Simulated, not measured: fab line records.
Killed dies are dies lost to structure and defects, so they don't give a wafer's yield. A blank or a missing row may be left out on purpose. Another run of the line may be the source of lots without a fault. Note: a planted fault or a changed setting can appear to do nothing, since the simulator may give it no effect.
Matching of chambers    flow nand_harc    3 sister chambers for NHARC_A_ONON_D2_DEP_33 on pecvd-01
The step deposits SiO2, target thk 200 nm. 3 wafers are shown with their chamber, then 8 later ones without.

WAFERS, EACH WITH ITS CHAMBER
wafer   chamber  throttle_valve_pct (%)
L084.5  2        16.3
L084.6  0        15.9
L091.1  1        16.3

WAFERS MISSING THEIR CHAMBER
wafer   throttle_valve_pct (%)
L091.3  16.1
L091.6  16.6
L091.2  16.5
L091.4  16.1
L091.5  15.7
L093.1  16.3
L093.2  16.2
L093.5  16.5

WHICH CHAMBER EACH ONE RAN IN
wafer   from the rows above           in truth
L091.3  can't be placed: 1 or 2 or 0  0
L091.6  can't be placed: 1 or 2       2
L091.2  can't be placed: 1 or 2       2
L091.4  can't be placed: 1 or 2 or 0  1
L091.5  0                             0
L093.1  can't be placed: 1 or 2       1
L093.2  can't be placed: 1 or 2 or 0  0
L093.5  can't be placed: 1 or 2       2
1 of 8 placed correctly. Unplaceable from these rows: 7, with the true chamber sitting among the candidates in 7. 0 placed wrongly.
How it was worked out, from the rows above alone: a wafer's distance from a chamber is the root of the sum, over the readings, of the square of ((its reading less the chamber's mean) divided by the reading's scatter). The wafer belongs to the nearest chamber; if the next one is less than 2 further off, it can't be placed. Each chamber's mean is taken over the wafers shown for it. The scatter: root of mean squared gap, hidden wafer to nearest shown wafer, with one shown wafer a chamber.
